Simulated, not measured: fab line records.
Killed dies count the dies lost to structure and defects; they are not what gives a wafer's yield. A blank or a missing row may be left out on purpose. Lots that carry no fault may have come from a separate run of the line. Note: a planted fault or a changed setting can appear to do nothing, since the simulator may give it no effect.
Chamber matching || flow n5 finfet || ald sin-01 running N5_SPACER0_ALD_08: 4 sister chambers
The step deposits SiNx, target thk 2 nm. 16 wafers are shown with their chamber, then 8 later ones without.

WAFERS, EACH WITH ITS CHAMBER
{"wafer": "L081.3", "chamber": 1, "heater power w (W)": 833}
{"wafer": "L081.4", "chamber": 0, "heater power w (W)": 1075}
{"wafer": "L081.6", "chamber": 0, "heater power w (W)": 1133}
{"wafer": "L083.2", "chamber": 2, "heater power w (W)": 770}
{"wafer": "L083.5", "chamber": 2, "heater power w (W)": 777}
{"wafer": "L083.6", "chamber": 3, "heater power w (W)": 854}
{"wafer": "L086.1", "chamber": 3, "heater power w (W)": 845}
{"wafer": "L086.2", "chamber": 2, "heater power w (W)": 764}
{"wafer": "L086.6", "chamber": 0, "heater power w (W)": 1095}
{"wafer": "L088.2", "chamber": 1, "heater power w (W)": 833}
{"wafer": "L088.5", "chamber": 3, "heater power w (W)": 846}
{"wafer": "L088.6", "chamber": 2, "heater power w (W)": 756}
{"wafer": "L089.1", "chamber": 3, "heater power w (W)": 831}
{"wafer": "L089.4", "chamber": 2, "heater power w (W)": 780}
{"wafer": "L089.6", "chamber": 2, "heater power w (W)": 795}
{"wafer": "L094.1", "chamber": 3, "heater power w (W)": 858}

SIGNATURES (means of the wafers above)
{"reading": "heater power w", "chamber 0": 1101.00, "chamber 1": 833.00, "chamber 2": 773.67, "chamber 3": 846.80, "scatter within a chamber": 16.1}
Rule: a wafer lies at a distance from a chamber equal to the root of the sum of squares, over the readings, of (its reading less the chamber's mean, divided by the reading's scatter). If the next closest chamber is less than 2 further off than the closest, the wafer can't be placed; otherwise it belongs to the closest. The scatter: take each reading less its chamber's mean, square it, sum over the shown wafers, divide by the number of wafers less the number of chambers, and take the root.

WAFERS WHOSE CHAMBER IS MISSING
{"wafer": "L094.2", "heater power w (W)": 840}
{"wafer": "L094.3", "heater power w (W)": 1114}
{"wafer": "L094.4", "heater power w (W)": 766}
{"wafer": "L094.5", "heater power w (W)": 878}
{"wafer": "L094.6", "heater power w (W)": 763}
{"wafer": "L095.1", "heater power w (W)": 856}
{"wafer": "L095.2", "heater power w (W)": 1135}
{"wafer": "L095.5", "heater power w (W)": 857}

WHICH CHAMBER EACH ONE RAN IN
{"wafer": "L094.2", "from the rows above": "can't be placed: 3 or 1", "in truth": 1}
{"wafer": "L094.3", "from the rows above": 0, "in truth": 0}
{"wafer": "L094.4", "from the rows above": 2, "in truth": 2}
{"wafer": "L094.5", "from the rows above": "can't be placed: 3 or 1", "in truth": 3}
{"wafer": "L094.6", "from the rows above": 2, "in truth": 2}
{"wafer": "L095.1", "from the rows above": "can't be placed: 3 or 1", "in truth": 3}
{"wafer": "L095.2", "from the rows above": 0, "in truth": 0}
{"wafer": "L095.5", "from the rows above": "can't be placed: 3 or 1", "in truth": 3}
4 of 8 placed correctly. Can't be placed from these rows: 4 (the true chamber is among the candidates in 4). Placed wrongly: 0.
